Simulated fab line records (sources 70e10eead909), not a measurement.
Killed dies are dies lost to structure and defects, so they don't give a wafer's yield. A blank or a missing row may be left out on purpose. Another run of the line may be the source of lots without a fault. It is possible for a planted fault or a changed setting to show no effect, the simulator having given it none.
Chamber matching | flow nand-harc | NHARC_P_M1_DEP_33 on pecvd-04: 3 sister chambers
The step deposits SiCN, target thk 30 nm. 20 wafers are shown with their chamber, then 10 later ones without.

== EACH WAFER AND ITS CHAMBER ==
wafer  | chamber | heater-power-w (W)
L074.1 | 0       | 826
L074.2 | 1       | 570
L074.6 | 0       | 818
L076.1 | 0       | 697
L076.4 | 1       | 509
L076.5 | 0       | 680
L079.2 | 0       | 741
L079.4 | 2       | 650
L079.5 | 1       | 563
L080.1 | 2       | 587
L080.2 | 0       | 740
L080.6 | 2       | 599
L084.1 | 2       | 553
L084.4 | 1       | 587
L084.5 | 2       | 551
L087.1 | 1       | 526
L087.2 | 2       | 579
L087.3 | 0       | 777
L090.2 | 1       | 544
L090.4 | 2       | 566

SIGNATURES (averages over the wafers above)
reading        | chamber 0 | chamber 1 | chamber 2 | scatter within a chamber
heater-power-w | 754.14    | 549.83    | 583.57    | 42.1
Rule: for a wafer and a chamber, the distance is found by dividing, reading by reading, the gap between the wafer's reading and the chamber's mean by the reading's scatter, squaring, summing and taking the root. If the next closest chamber is less than 2 further off than the closest, the wafer can't be placed; otherwise it belongs to the closest. How the scatter is found: for the shown wafers, subtract from each reading the mean of its chamber, square and add these, divide the total by (wafers less chambers), then take the root.

== WAFERS WHOSE CHAMBER IS MISSING ==
wafer  | heater-power-w (W)
L090.5 | 565
L091.2 | 538
L091.3 | 543
L091.4 | 753
L095.1 | 576
L095.2 | 475
L095.6 | 488
L096.1 | 751
L096.4 | 507
L096.6 | 565

== THE CHAMBER EACH PASSED THROUGH ==
wafer  | from the rows above     | in truth
L090.5 | can't be placed: 1 or 2 | 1
L091.2 | can't be placed: 1 or 2 | 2
L091.3 | can't be placed: 1 or 2 | 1
L091.4 | 0                       | 0
L095.1 | can't be placed: 2 or 1 | 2
L095.2 | can't be placed: 1 or 2 | 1
L095.6 | can't be placed: 1 or 2 | 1
L096.1 | 0                       | 0
L096.4 | can't be placed: 1 or 2 | 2
L096.6 | can't be placed: 1 or 2 | 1
Correctly placed: 2 of 10. These rows do not allow placing 8 (true chamber among the candidates in 8). 0 placed wrongly.
